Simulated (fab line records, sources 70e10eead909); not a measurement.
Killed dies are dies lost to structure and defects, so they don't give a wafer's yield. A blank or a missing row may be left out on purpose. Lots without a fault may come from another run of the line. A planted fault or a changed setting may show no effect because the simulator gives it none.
fab line records | flow nand_harc | part 2 of 2: steps 27 to 39 of 39
record lots=5 wafers=15 last_day=24
route steps=1159 shown P_GATE@150
lots that met no fault: from a run of the same line without faults
start_h: hours from the record's first day to the start of the lot's first wafer shown | wait_h: hours since the lot's step before | " the same as in the row above | L1.1+2: a row that stands for several wafers | - no value, or no start given | * or withheld: withheld | < > ~ a bound
route shown NAME@n: a module of which the file shows steps, and the number in the route of the first | usual: mean/standard deviation of fault-free wafers | same: alike in all rows | chamber/n: place in a boat | sites: the reading at each site | _std_site: their standard deviation | _edge_site: outer sites' mean less inner sites' | radius_mm: how far each site lies from the wafer's centre | mask NAME#n: copy n | behind: the tool/chamber that last shaped the wafer | hold: why the lot was held/for how many hours/how that ended | device: the transistor (n, p or np) that didn't switch | end of line: the same wafers' tests at the end of the route | a step without rows: its recipe alone | killed: dies lost to structure and defects at the first sort, not the wafer's yield | map: a wafer's dies, x killed, . not, _ none there
set.NAME: the setting as run; set.NAME@STEP: as run at that earlier step | model.NAME: the simulator's own value behind a step, which no gauge read
lots at some steps of the route; a table a step, a row a wafer
services: from which hour (start_h, from the record's first day; less than 0 if before it) a tool's chamber was out of use, for how many hours, and why
## steps
# step NHARC_P_GATE_STRIP_50
# recipe time_s=900 temp_c=130 chemistry=SPM
# usual bath_guard_temp_C=130.0/0.65
# columns lot.wafer tool chamber start_h wait_h bath_guard_temp_C
L081.2 wet_bench-03 1 145.26 0.1 129.7
L081.3 " 4 " " 129.3
L081.4 " 6 " " 130.0
L082.1 wet_bench-09 1 150.83 0.1 129.3
L082.3 " 4 " " 130.2
L082.5 " 6 " " 129.9
L086.1 wet_bench-03 1 183.32 0.1 129.7
L086.2 " 2 " " 130.6
L086.5 " 5 " " 130.8
L090.2 wet_bench-09 4 199.47 0.1 129.6
L090.6 " 6 " " 129.5
L090.5 " 7 " " 130.1
L096.1 wet_bench-01 1 228.62 0.1 130.4
L096.2 " 3 " " 130.3
L096.5 " 4 " " 129.0
# step NHARC_P_GATE_DEHYDRATE_51
# recipe temp_c=150 time_s=120
# columns lot.wafer tool chamber start_h wait_h
L081.2+3+4 litho_track-03 0 145.61 -
L082.1+3+5 litho_track-03 0 151.24 -
L086.1+2+5 litho_track-07 0 183.67 -
L090.2+5+6 litho_track-02 0 199.81 -
L096.1+2+5 litho_track-02 0 228.97 -
# step NHARC_P_GATE_HMDS_52
# recipe time_s=30
# columns lot.wafer tool chamber start_h wait_h
L081.2+3+4 litho_track-03 0 - -
L082.1+3+5 litho_track-03 0 - -
L086.1+2+5 litho_track-07 0 - -
L090.2+5+6 litho_track-02 0 - -
L096.1+2+5 litho_track-02 0 - -
# step NHARC_P_GATE_COAT_53
# recipe spin_rpm=3000
# columns lot.wafer tool chamber start_h wait_h
L081.2+3+4 litho_track-03 0 - -
L082.1+3+5 litho_track-03 0 - -
L086.1+2+5 litho_track-07 0 - -
L090.2+5+6 litho_track-02 0 - -
L096.1+2+5 litho_track-02 0 - -
# step NHARC_P_GATE_SOFTBAKE_54
# recipe temp_c=122 time_s=95
# columns lot.wafer tool chamber start_h wait_h
L081.2+3+4 litho_track-03 0 - -
L082.1+3+5 litho_track-03 0 - -
L086.1+2+5 litho_track-07 0 - -
L090.2+5+6 litho_track-02 0 - -
L096.1+2+5 litho_track-02 0 - -
# step NHARC_P_GATE_EBR_55
# columns lot.wafer tool chamber start_h wait_h
L081.2+3+4 litho_track-03 0 - -
L082.1+3+5 litho_track-03 0 - -
L086.1+2+5 litho_track-07 0 - -
L090.2+5+6 litho_track-02 0 - -
L096.1+2+5 litho_track-02 0 - -
# step NHARC_P_GATE_EXPOSE_56
# recipe na=0.6 target_cd_nm=720 dose_mj=14.81 mask_id=P_PSD
# usual reticle_temp_C=23.00/0.1
# columns lot.wafer tool chamber start_h wait_h mask reticle_temp_C
L081.2 krf_scanner-01 0 145.76 - P_PSD#0 23.03
L081.3 " 0 " " P_PSD#0 23.03
L081.4 " 0 " " P_PSD#0 23.08
L082.1 krf_scanner-04 0 151.51 - P_PSD#0 22.82
L082.3 " 0 " " P_PSD#0 22.91
L082.5 " 0 " " P_PSD#0 23.04
L086.1 krf_scanner-01 0 183.94 - P_PSD#0 23.17
L086.2 " 0 " " P_PSD#0 23.10
L086.5 " 0 " " P_PSD#0 23.20
L090.2 krf_scanner-01 0 200.09 - P_PSD#0 22.96
L090.5 " 0 " " P_PSD#0 23.03
L090.6 " 0 " " P_PSD#0 23.16
L096.1 krf_scanner-04 0 229.11 - P_PSD#0 22.95
L096.2 " 0 " " P_PSD#0 22.96
L096.5 " 0 " " P_PSD#0 23.16
# step NHARC_P_GATE_PEB_57
# recipe peb_temp_c=118 peb_time_s=85
# columns lot.wafer tool chamber start_h wait_h
L081.2+3+4 litho_track-03 0 145.82 0.1
L082.1+3+5 litho_track-02 0 151.58 0.1
L086.1+2+5 litho_track-07 0 184.00 0.1
L090.2+5+6 litho_track-03 0 200.15 0.1
L096.1+2+5 litho_track-03 0 229.18 0.1
# step NHARC_P_GATE_DEVELOP_58
# recipe time_s=70
# columns lot.wafer tool chamber start_h wait_h
L081.2+3+4 litho_track-03 0 - -
L082.1+3+5 litho_track-02 0 - -
L086.1+2+5 litho_track-07 0 - -
L090.2+5+6 litho_track-03 0 - -
L096.1+2+5 litho_track-03 0 - -
# step NHARC_P_GATE_CD_MEAS_59
# recipe target_cd_nm=720 landing_energy_ev=500
# usual cd_nm=719.9/1.9
# columns lot.wafer tool chamber start_h wait_h cd_nm
L081.2 cd_sem-03 0 145.91 - 723.7
L081.3 " 0 " " 719.6
L081.4 " 0 " " 721.3
L082.1 cd_sem-01 0 151.67 - 717.4
L082.3 " 0 " " 718.5
L082.5 " 0 " " 716.9
L086.1 cd_sem-03 0 184.09 - 723.8
L086.2 " 0 " " 722.2
L086.5 " 0 " " 721.8
L090.2 cd_sem-02 0 200.24 - 720.2
L090.5 " 0 " " 720.2
L090.6 " 0 " " 717.2
L096.1 cd_sem-03 0 229.27 - 718.1
L096.2 " 0 " " 721.5
L096.5 " 0 " " 720.7
# step NHARC_P_GATE_HARDBAKE_60
# recipe temp_c=125 time_s=80
# columns lot.wafer tool chamber start_h wait_h
L081.2+3+4 litho_track-03 0 145.99 -
L082.1+3+5 litho_track-03 0 151.75 -
L086.1+2+5 litho_track-03 0 184.17 -
L090.2+5+6 litho_track-07 0 200.32 -
L096.1+2+5 litho_track-02 0 229.35 -
# step NHARC_P_GATE_DESCUM_61
# recipe time_s=3 o2_flow_sccm=200 ar_flow_sccm=0 bias_power_w=0 chemistry=O2
# usual drypump_motor_current_A=5.9/0.4 mfc_ar_sccm=0.010/0.013 oes_product_au=1.005/0.0074 rf_vpp_V=57.8/0.8 showerhead_plenum_p_Torr=1.91/0.075 throttle_valve_pct=11.310/0.0095
# columns lot.wafer tool chamber start_h wait_h drypump_motor_current_A mfc_ar_sccm oes_product_au rf_hours_counter_h rf_vpp_V showerhead_plenum_p_Torr throttle_valve_pct
L081.2 rie_diel-11 1 146.08 - 6.1 0 0.997 32 56.9 1.90 11.295
L081.4 " 2 " " 6.0 0 1.011 30 58.0 1.94 11.299
L081.3 " 3 " " 6.5 0.003 1.008 32 57.0 1.97 11.309
L082.1 rie_diel-08 0 151.85 - 5.7 0.014 1.008 2 59.0 1.91 11.300
L082.3 " 1 " " 6.5 0 1.021 2 58.0 2.03 11.298
L082.5 " 2 " " 5.8 0 1.007 - 58.3 1.79 11.301
L086.1 rie_diel-08 3 184.27 - 5.6 0.024 1.003 7 56.7 1.92 11.293
L086.2 " 0 " " 5.7 0.014 0.987 8 56.4 1.90 11.309
L086.5 " 2 " " 5.8 0 1.000 - 57.4 1.79 11.314
L090.2 rie_diel-11 2 200.41 - 6.1 0 1.001 51 59.2 1.94 11.318
L090.5 " 1 " " 6.1 0 0.999 - 57.4 1.90 11.297
L090.6 " 2 " " 6.0 0 1.005 - 58.2 1.94 11.316
L096.2 rie_diel-08 3 229.44 - 5.6 0.024 1.003 16 58.8 1.92 11.306
L096.1 " 1 " " 6.5 0 1.014 16 56.4 2.02 11.316
L096.5 " 1 " " 6.5 0 1.008 - 57.6 2.02 11.318
# step NHARC_P_GATE_IMPLANT_62
# recipe energy_kev=20 dose_cm2=3e+15 tilt_deg=7
# usual dose_ions_cm2=3e+15/3e+12
# columns lot.wafer tool chamber start_h wait_h dose_ions_cm2
L081.2 implanter-01 0 146.26 0.2 3.002e+15
L081.3 " 0 " " 2.999e+15
L081.4 " 0 " " 3.003e+15
L082.1 implanter-01 0 151.98 0.1 2.996e+15
L082.3 " 0 " " 3.002e+15
L082.5 " 0 " " 2.997e+15
L086.1 implanter-01 0 184.40 0.1 3.002e+15
L086.2 " 0 " " 2.999e+15
L086.5 " 0 " " 3.003e+15
L090.2 implanter-02 0 200.58 0.2 2.999e+15
L090.5 " 0 " " 2.999e+15
L090.6 " 0 " " 3.001e+15
L096.1 implanter-01 0 229.60 0.1 3.001e+15
L096.2 " 0 " " 2.998e+15
L096.5 " 0 " " 3.001e+15
## services
# columns tool chamber start_h hours kind
wet_bench-09 - 112.80 8.0 pm
rie_diel-08 - 124.82 9.0 pm
ald_sin-03 3 126.91 11.8 repair
rie_diel-11 1 139.03 2.7 repair
krf_scanner-04 - 141.88 4.0 pm
implanter-01 - 143.92 1.5 repair
wet_bench-03 - 146.42 8.0 pm
litho_track-02 - 165.00 7.0 pm
rie_diel-08 2 165.39 1.7 repair
plasma_asher-01 - 167.84 1.9 repair
rie_diel-10 - 169.31 2.4 repair
implanter-01 - 173.53 1.3 repair
rie_diel-10 - 176.51 9.0 pm
plasma_asher-02 - 183.29 9.0 pm
litho_track-07 - 189.01 7.0 pm
rie_diel-11 0 190.93 4.3 repair
rie_diel-10 0 205.61 9.2 repair
litho_track-03 - 213.00 7.0 pm
krf_scanner-04 - 213.53 7.6 repair
wet_bench-01 - 213.60 8.0 pm
rie_diel-11 1 216.08 4.8 repair
rie_diel-08 0 221.21 8.3 repair
rie_diel-11 - 221.64 9.0 pm
ald_sin-04 0 229.55 5.8 repair
